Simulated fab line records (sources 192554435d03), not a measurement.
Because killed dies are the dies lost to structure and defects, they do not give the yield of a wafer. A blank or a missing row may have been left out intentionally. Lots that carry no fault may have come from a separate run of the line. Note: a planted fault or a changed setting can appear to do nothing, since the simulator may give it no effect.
The same fault as seen by 2 desks :: flow n5Finfet :: each desk has only its own numbers; what lay behind them comes last

== AT THE METROLOGY DESK ==
What the gauges read, lot by lot, whatever tool the lot ran on: means of the sampled wafers that have a number. The brackets show how far a lot's mean lies from the usual mean; more than 4 standard deviations puts the lot out of limits, marked OUT. Only the readings that lie furthest out on some lot appear, 7 of the 10 it has.
Columns: A = DIBL_N at N5_BEOL_M4_RC_MEAS_101, usual 36.3 mV/V; B = DIBL_P at N5_BEOL_M4_RC_MEAS_101, usual 36.5 mV/V; C = ION_N at N5_BEOL_M4_RC_MEAS_101, usual 677 uA/um; D = ION_P at N5_BEOL_M4_RC_MEAS_101, usual 466 uA/um; E = SS_N at N5_BEOL_M4_RC_MEAS_101, usual 71.5 mV/dec; F = SS_P at N5_BEOL_M4_RC_MEAS_101, usual 73.2 mV/dec; G = VT_P at N5_BEOL_M4_RC_MEAS_101, usual -248.9 mV
lot: L389
first seen here: day 9 08:33
A: 36.5
B: 36.5
C: 684
D: 465
E: 71.9
F: 72.3
G: -250.1

lot: L393
first seen here: day 10 13:51
A: 36.7
B: 36.1
C: 672
D: 463
E: 71.9
F: 73.3
G: -249.8

lot: L392
first seen here: day 10 15:33
A: 37.2
B: 37.6
C: 685
D: 465
E: 71.8
F: 74.4
G: -250.3

lot: L409
first seen here: day 14 04:18
A: 35.4
B: 36.1
C: 683
D: 476
E: 71.5
F: 73.1
G: -248.0
Finding of this desk: none of the 4 lots has anything out of limits.

== THE TOOL OWNER'S DESK: pecvd-04 ==
The tool's own readings at N5_BEOL_M0_SAQP_PECVD_03 (deposits SiCN from 3MS/NH3, target thk 12 nm, time 21.1 s): means of the sampled wafers that have a number, for each lot that ran on this tool. The brackets show how far a lot's mean lies from the usual mean; more than 4 standard deviations puts the lot out of limits, marked OUT.
Columns: A = chamberPressureTorr at N5_BEOL_M0_SAQP_PECVD_03, usual 3.001 Torr; B = runLengthS at N5_BEOL_M0_SAQP_PECVD_03, usual 51.6 s; C = showerheadPlenumPTorr at N5_BEOL_M0_SAQP_PECVD_03, usual 3.672 Torr; D = throttleValvePct at N5_BEOL_M0_SAQP_PECVD_03, usual 9.2 %
lot: L389
first seen here: day 5 23:24
A: 3.001
B: 52.1
C: 3.673
D: 9.2

lot: L392
first seen here: day 6 18:38
A: 2.997
B: 49.8
C: 3.659
D: 9.2

lot: L393
first seen here: day 7 03:29
A: 3.011
B: 50.3
C: 3.663
D: 9.2
Finding of this desk: none of the 3 lots has anything out of limits.

== TAKEN TOGETHER ==
The metrology desk saw nothing out of limits.
Nothing out of limits was seen by the tool owner's desk.

== WHAT THE SIMULATOR PUT IN ==
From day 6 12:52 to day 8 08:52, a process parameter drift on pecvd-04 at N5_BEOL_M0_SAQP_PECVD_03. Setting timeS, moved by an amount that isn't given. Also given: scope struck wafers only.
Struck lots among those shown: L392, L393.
